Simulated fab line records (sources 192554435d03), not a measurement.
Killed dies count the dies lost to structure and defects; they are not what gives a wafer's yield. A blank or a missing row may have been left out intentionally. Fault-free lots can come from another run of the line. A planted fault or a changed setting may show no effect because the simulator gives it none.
Matching of chambers | flow n5 finfet | N5_GATE_CUT_ALD_22 on ald sin-04: 4 sister chambers
The step deposits SiNx, target thk 16 nm, pulse time 1 s, ald cycles 320. 4 wafers are shown with their chamber, then 8 later ones without.

## WAFERS, EACH WITH ITS CHAMBER
wafer  | chamber | heater power w (W)
L088.1 | 2       | 850
L088.4 | 1       | 796
L088.6 | 0       | 833
L093.1 | 3       | 846

## WAFERS WHOSE CHAMBER IS MISSING
wafer  | heater power w (W)
L093.4 | 785
L093.6 | 784
L094.1 | 842
L094.3 | 861
L094.4 | 750
L095.2 | 870
L095.3 | 824
L095.4 | 778

## CHAMBER TAKEN BY EACH
wafer  | from the rows above               | in truth
L093.4 | can't be placed: 1 or 0           | 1
L093.6 | can't be placed: 1 or 0           | 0
L094.1 | can't be placed: 3 or 2 or 0      | 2
L094.3 | can't be placed: 2 or 3 or 0      | 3
L094.4 | can't be placed: 1 or 0           | 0
L095.2 | can't be placed: 2 or 3 or 0      | 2
L095.3 | can't be placed: 0 or 3 or 2 or 1 | 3
L095.4 | can't be placed: 1 or 0           | 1
0 of 8 placed correctly. Can't be placed from these rows: 8 (the true chamber is among the candidates in 8). Wrongly placed: 0.
How it was worked out, from the rows above alone: a wafer's distance from a chamber is the root of the sum, over the readings, of the square of ((its reading less the chamber's mean) divided by the reading's scatter). The wafer belongs to the nearest chamber; if the next one is less than 2 further off, it can't be placed. For every chamber, the mean is computed from those of its wafers that are shown. The scatter (one wafer shown for each chamber): square how far every hidden wafer sits from the nearest shown wafer, average those squares and take the square root.
